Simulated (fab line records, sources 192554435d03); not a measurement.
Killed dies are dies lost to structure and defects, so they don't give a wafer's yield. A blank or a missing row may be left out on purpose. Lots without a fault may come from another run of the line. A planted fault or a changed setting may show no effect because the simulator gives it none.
Split-lot experiment | flow n5_finfet | 7 lots, 21 wafers read, on a route of 1938 steps

THE SPLIT
At N5_MOL_CONTACT_COAG_COAT_64 (time 60 s, resist thk 10 nm), the setting spin_rpm was moved away from the recipe's 1500 rpm on 6 of the 21 wafers read, by -11.0% to +7.6%. The other wafers ran this setting at the recipe's value.

FROM THE SPLIT TO THE READING: what the file shows between them, 3 steps
- N5_MOL_CONTACT_COAG_COAT_34: resist thk 40 nm
- N5_MOL_CONTACT_COAG_EBR_36
- N5_MOL_CONTACT_COAG_DESCUM_45: chemistry O2, time 7 s

THE READING
etch.depth_nm (the simulator's own value, which no gauge read), in nm, at N5_MOL_CONTACT_COAG_ETCH_65 (etches underlayer in N2/H2, target depth 13 nm, time 10.4 s). The file gives no usual value for it. The 15 wafers here that ran the recipe average 9.988 nm, standard deviation 0.022 nm.

wafer  | tool, chamber at the split | spin_rpm as run, rpm | against the recipe | etch.depth_nm, nm | against lot-mates on the recipe
L074.2 | litho_track-05, 0          | 1500                 | recipe             | 10.01             | -
L074.4 | litho_track-05, 0          | 1411                 | -5.9%              | 10.3              | +0.296
L074.5 | litho_track-05, 0          | 1500                 | recipe             | 9.998             | -
L079.1 | litho_track-05, 0          | 1500                 | recipe             | 9.947             | -
L079.2 | litho_track-05, 0          | 1500                 | recipe             | 9.958             | -
L079.5 | litho_track-05, 0          | 1452                 | -3.2%              | 10.14             | +0.188
L084.4 | litho_track-02, 0          | 1335                 | -11.0%             | 10.61             | +0.580
L084.5 | litho_track-02, 0          | 1500                 | recipe             | 10.03             | -
L084.6 | litho_track-02, 0          | 1335                 | -11.0%             | 10.65             | +0.620
L086.4 | litho_track-03, 0          | 1500                 | recipe             | 9.976             | -
L086.5 | litho_track-03, 0          | 1500                 | recipe             | 9.968             | -
L086.6 | litho_track-03, 0          | 1572                 | +4.8%              | 9.728             | -0.244
L089.3 | litho_track-03, 0          | 1614                 | +7.6%              | 9.6               | -0.378
L089.4 | litho_track-03, 0          | 1500                 | recipe             | 9.983             | -
L089.6 | litho_track-03, 0          | 1500                 | recipe             | 9.973             | -
L093.1 | litho_track-05, 0          | 1500                 | recipe             | 10.02             | -
L093.4 | litho_track-05, 0          | 1500                 | recipe             | 9.998             | -
L093.5 | litho_track-05, 0          | 1500                 | recipe             | 10.01             | -
L096.1 | litho_track-03, 0          | 1500                 | recipe             | 9.989             | -
L096.2 | litho_track-03, 0          | 1500                 | recipe             | 9.987             | -
L096.6 | litho_track-03, 0          | 1500                 | recipe             | 9.978             | -

THE FIT
A straight line over all 21 wafers: etch.depth_nm changes by -0.056 nm for each +1% of spin_rpm; r = -0.99; the points scatter about the line by 0.025 nm.
The same after taking each lot's own level away (the mean of its wafers on the recipe; 21 wafers): -0.0531 nm for each +1%; r = -1.00; scatter 0.013 nm.
On that fit, the largest move of spin_rpm shifts the reading by 0.58 nm.
The lots' own levels span 9.9525 to 10.0300 nm, that is 3.5 times the standard deviation above.
So the lot-to-lot level changes the slope little: the two slopes agree.
Check: with one of the wafers moved furthest among these (-11.0%) left out of the fit, the line predicts +0.59 nm for it against its lot-mates. It came out at +0.58 nm against them.

OTHER SPLITS ON THESE WAFERS
These wafers also went through other splits before the reading. Each is held against what the fit with the lots' levels taken away leaves over:
other split on the same wafers         | wafers away from the commonest value | r with etch.depth_nm (lot level and that fit taken away)
N5_SDB_COAT_04 spin_rpm                | 8                                    | -0.30
N5_HKMG_FIN_ETCH_55 time_s             | 5                                    | +0.24
N5_HKMG_FIN_ETCH_58 source_w           | 8                                    | -0.14
N5_HKMG_FIN_ETCH_35 bias_w             | 6                                    | +0.13
N5_GATE_CUT_COAT_27 spin_rpm           | 8                                    | +0.25
N5_GATE_CUT_DESCUM_18 time_s           | 7                                    | -0.06
N5_MOL_CONTACT_COAG_VIA_ETCH_46 bias_w | 9                                    | +0.37

THE WHOLE CHAIN: every reading that the file lists as answering this split, in the file's order
step                        | what it does                                                | reading                                                                                        | change (the file's fit)                | r (the file's)
N5_MOL_CONTACT_COAG_COAT_64 | time 60 s, resist thk 10 nm                                 | underlayer_of_MOL_CONTACT_COAG_COAT_64.thk_nm (the simulator's own value, which no gauge read) | -0.0503 nm for each +1% of the setting | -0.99
N5_MOL_CONTACT_COAG_ETCH_65 | etches underlayer in N2/H2, target depth 13 nm, time 10.4 s | etch.depth_nm (the simulator's own value, which no gauge read)                                 | -0.0525 nm for each +1% of the setting | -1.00

THE FILE'S OWN FIT
etch.depth_nm changes by -0.0525 nm for each +1% of spin_rpm, r = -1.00.
